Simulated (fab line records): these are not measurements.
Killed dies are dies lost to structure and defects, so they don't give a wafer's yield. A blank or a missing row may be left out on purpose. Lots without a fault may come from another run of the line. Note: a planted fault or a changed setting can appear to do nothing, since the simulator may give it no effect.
Matching of chambers + flow nand-harc + NHARC_A_STAIRCASE_DEP_259 on pecvd-03: 3 sister chambers
The step deposits SiON, target thk 30 nm. 3 wafers are shown with their chamber, then 11 later ones without.

WAFERS, EACH WITH ITS CHAMBER
| wafer  | chamber | showerhead-vpp-V (V) |
|--------|---------|----------------------|
| L091.2 | 2       | 1084                 |
| L091.5 | 1       | 1051                 |
| L092.3 | 0       | 1157                 |

WAFERS WITH NO CHAMBER GIVEN
| wafer  | showerhead-vpp-V (V) |
|--------|----------------------|
| L092.5 | 1051                 |
| L092.6 | 1189                 |
| L093.2 | 1112                 |
| L093.4 | 1182                 |
| L093.5 | 1053                 |
| L095.1 | 1084                 |
| L095.3 | 1038                 |
| L095.5 | 1052                 |
| L097.1 | 1041                 |
| L097.5 | 1098                 |
| L097.6 | 1051                 |

CHAMBER TAKEN BY EACH
| wafer  | from the rows above     | in truth |
|--------|-------------------------|----------|
| L092.5 | 1                       | 1        |
| L092.6 | 0                       | 0        |
| L093.2 | can't be placed: 2 or 0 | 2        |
| L093.4 | 0                       | 0        |
| L093.5 | can't be placed: 1 or 2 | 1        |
| L095.1 | 2                       | 2        |
| L095.3 | 1                       | 1        |
| L095.5 | can't be placed: 1 or 2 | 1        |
| L097.1 | 1                       | 1        |
| L097.5 | 2                       | 2        |
| L097.6 | 1                       | 1        |
8 of 11 placed correctly. Can't be placed from these rows: 3 (the true chamber is among the candidates in 3). Wrongly placed: 0.
How it was worked out, from the rows above alone: a wafer's distance from a chamber is the root of the sum, over the readings, of the square of ((its reading less the chamber's mean) divided by the reading's scatter). The wafer belongs to the nearest chamber; if the next one is less than 2 further off, it can't be placed. A chamber's mean is the mean of its shown wafers. The scatter: root of mean squared gap, hidden wafer to nearest shown wafer, with one shown wafer a chamber.
